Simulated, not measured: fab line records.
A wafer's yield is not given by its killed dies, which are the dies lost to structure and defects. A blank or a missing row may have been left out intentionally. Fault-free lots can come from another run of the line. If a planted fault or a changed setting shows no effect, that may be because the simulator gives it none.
Struck lot and sound lot, side by side	flow n5Finfet	39 steps out of a route of 1938
Sound: these wafers, L773.4, L773.5, L773.6. Wafers L776.3, L776.4, L776.5 were the ones struck. The cause is given at the end.
Order at every step that has rows: each side's tool, ch and its chambers, its first start. Under that, the readings that differ: sound wafers	struck wafers	difference of the means	sigmas: that difference in standard deviations of wafers without a fault.
alike: words and numbers the same on both sides, and readings whose means are apart by under 2 such deviations; not compared: readings that were withheld, readings missing a value for some wafer, numbers with overlapping values and no deviation given by the record, and bounds like >300 which may hide the same value.
The two part at a step that has a row with sigmas, a row that says differs or no value, or rows on one side only. Numbers that have no deviation but don't overlap get no sigmas and don't part them. A reading that every wafer of one side lacks parts them only if that side has two wafers or more.

first, 11 steps without rows for these wafers: N5_FIN_SAQP_STRIP_74 (strips in CHF3/O2); N5_FIN_SAQP_MANDREL_ETCH_22 (etches a-Si in HBr/Cl2, stops on SiNx, target depth 60 nm, bt time 10 s, time 30 s); N5_FIN_SAQP_STRIP_55 (strips in N2/H2); N5_FIN_SAQP_STRIP_23 (strips in SPM, time 750 s); N5_FIN_SAQP_SRD_66 (time 30 s); N5_FIN_SAQP_RECESS_75 (chemistry HF/NH3, target SiO2, target depth 14.4 nm, afs cycles 3, sublimation time 60 s); N5_FIN_SAQP_SPACER1_ALD_24 (deposits SiO2, target thk 20.3 nm, pulse time 1 s, purge time 2 s); N5_FIN_SAQP_SPACER1_ETCHBACK_25 (etches SiO2 in CHF3/O2, target depth 24.4 nm, time 12.2 s); N5_FIN_SAQP_MANDREL1_REMOVE_56 (chemistry HBr/Cl2/O2, target a-Si, stops on SiNx, bt time 10 s); N5_FIN_SAQP_ETCH_57 (etches SiNx in CH3F/O2, target depth 32.5 nm, time 46.4 s); N5_FIN_SAQP_ETCH_65 (etches SiO2 in CF4, target depth 4 nm, time 4.4 s).
N5_FIN_SAQP_MANDREL_ETCH_58: etches a-Si in HBr/Cl2, stops on SiNx, target depth 45 nm, bt time 10 s, time 27 s.
  sound on rieSi-04 ch 0,2,3, day 4 06:35; struck on rieSi-04 ch 0,2,3, day 5 00:30
reading	sound	struck	difference	sigmas
model.SiNx_of_FIN_SAQP_HM_DEP_03.thkNm (nm)	38.81 38.8 38.43	33.6 33.4 33.8	-5.1	
  alike: drypumpMotorCurrentA, oesProductAu, throttleValvePct
  not compared: rfHoursCounterH
then, 9 steps without rows for these wafers: N5_FIN_SAQP_RECESS_63 (chemistry HF/NH3, target SiO2, target depth 18 nm, afs cycles 3, sublimation time 60 s); N5_FIN_SAQP_COAT_68 (time 60 s, resist thk 100 nm); N5_FIN_SAQP_ETCH_69 (etches SOC in N2/H2, stops on SiNx, target depth 150 nm); N5_FIN_SAQP_ETCH_67 (etches SiNx in CH3F/O2, target depth 30 nm); N5_FIN_SAQP_STRIP_70 (strips in N2/H2); N5_FIN_SAQP_RECESS_71 (chemistry HF/NH3, target SiO2, target depth 3 nm, afs cycles 1, sublimation time 60 s); N5_FIN_SAQP_SPACER2_ALD_28 (deposits SiO2, target thk 8.1 nm, pulse time 1 s, purge time 2 s); N5_FIN_SAQP_SPACER2_ETCHBACK_29 (etches SiO2 in CHF3/O2, target depth 12.2 nm, time 6.1 s); N5_FIN_SAQP_MANDREL2_REMOVE_60 (chemistry HBr/Cl2/O2, target a-Si, stops on SiNx, bt time 10 s).
N5_FIN_SAQP_HM_OPEN_33: chemistry CH3F/O2, target SiNx, target depth 49.4 nm, time 70.6 s.
  sound on rieDiel-04 ch 0,2,3, day 4 08:13; struck on rieDiel-03 ch 1,2, day 5 03:42
reading	sound	struck	difference	sigmas
etchRfOnTimeS (s)	71.3 69.3 68.4	61.2 61.7 62.2	-8.0	-7
model.etch.depthNm (nm)	38.18 38.24 37.8	32.91 32.78 33.18	-5.12	
  alike: drypumpMotorCurrentA, oes_f_703_au, oesProductAu, rfVppV, showerheadPlenumPTorr, throttleValvePct
  not compared: rfHoursCounterH
then, 14 steps without rows for these wafers: N5_FIN_SAQP_ETCH_34 (etches SiO2 in C4F6/O2, target depth 45 nm, time 15 s); N5_FIN_SAQP_STRIP_77 (strips in N2/H2, time 90 s); N5_FIN_SAQP_ETCH_64 (etches SiO2 in CF4, target depth 1.5 nm); N5_FIN_SAQP_FIN_ETCH_36 (etches the open film in HBr/Cl2/O2, target depth 120 nm, time 50.4 s); N5_FIN_SAQP_PRECLEAN_38 (cleans in O3/DIW, time 45 s); N5_FIN_SAQP_PRECLEAN_45 (cleans in dHF, time 10 s); N5_FIN_SAQP_SRD_39 (time 30 s); N5_FIN_CUT_COAT_18 (time 60 s, resist thk 230 nm); N5_FIN_CUT_COAT_19 (time 60 s, resist thk 20 nm); N5_FIN_CUT_COAT_29 (time 60 s, resist thk 10 nm); N5_FIN_CUT_COAT_02 (resist thk 30 nm); N5_FIN_CUT_EBR_04; N5_FIN_CUT_SOFTBAKE_03 (time 60 s); N5_FIN_CUT_EXPOSE_05 (exposes mask FIN CUT).
N5_STI_FIN_REVEAL_RECESS_09: chemistry HF/NH3, target SiO2, afs cycles 11, target depth 42.5 nm, sublimation time 60 s.
  sound on vaporEtch-02 ch 0,1, day 4 16:47; struck on vaporEtch-02 ch 0,1, day 5 12:01
reading	sound	struck	difference	sigmas
model.SiNx_of_FIN_SAQP_HM_DEP_03.thkNm (nm)	19 18.8 18.4	13.8 13.4 13.8	-5.1	
  alike: drypumpMotorCurrentA, forelinePTorr
-- record jumps: 5 days separate the struck wafers' starts on either side; left off in module STI_FIN_REVEAL, taken up again in module BEOL_M4, whose first shown step is the route's number 1111 --
N5_BEOL_M4_RC_MEAS_101:
  sound on prober-02 ch 0, day 10 02:35; struck on prober-01 ch 0, day 10 20:41
  alike: DIBL_N, DIBL_P, IOFF_N, IOFF_P, ION_N, ION_P, SS_N, SS_P, VT_N, VT_P
-- the record jumps here: 4 days lie between the struck wafers' starts before and after (it left off in module BEOL_M4 and takes up again in module PASSIVATION, whose first step shown is number 1936 of the route) --
N5_PASSIVATION_PROBE_49:
  struck on prober-02, day 15 01:11; sound on prober-02, day 14 09:54
reading	sound	struck	difference	sigmas
killedAtContacts	19	8 4 7	-13	-2
  alike: defectLimitedYield, killed_at_M0_to_M3, killed_at_M4_up, killedAtFrontEnd, killedAtOther, killedDies, killedOpen, killedShort, sort_bin_5_function, sort_bin_6_memory, sortNPass, sortYieldPct

## WHERE THEY PART
At N5_FIN_SAQP_HM_OPEN_33 first; at N5_PASSIVATION_PROBE_49 last (within this record only).

WHY: whatever the simulator had introduced
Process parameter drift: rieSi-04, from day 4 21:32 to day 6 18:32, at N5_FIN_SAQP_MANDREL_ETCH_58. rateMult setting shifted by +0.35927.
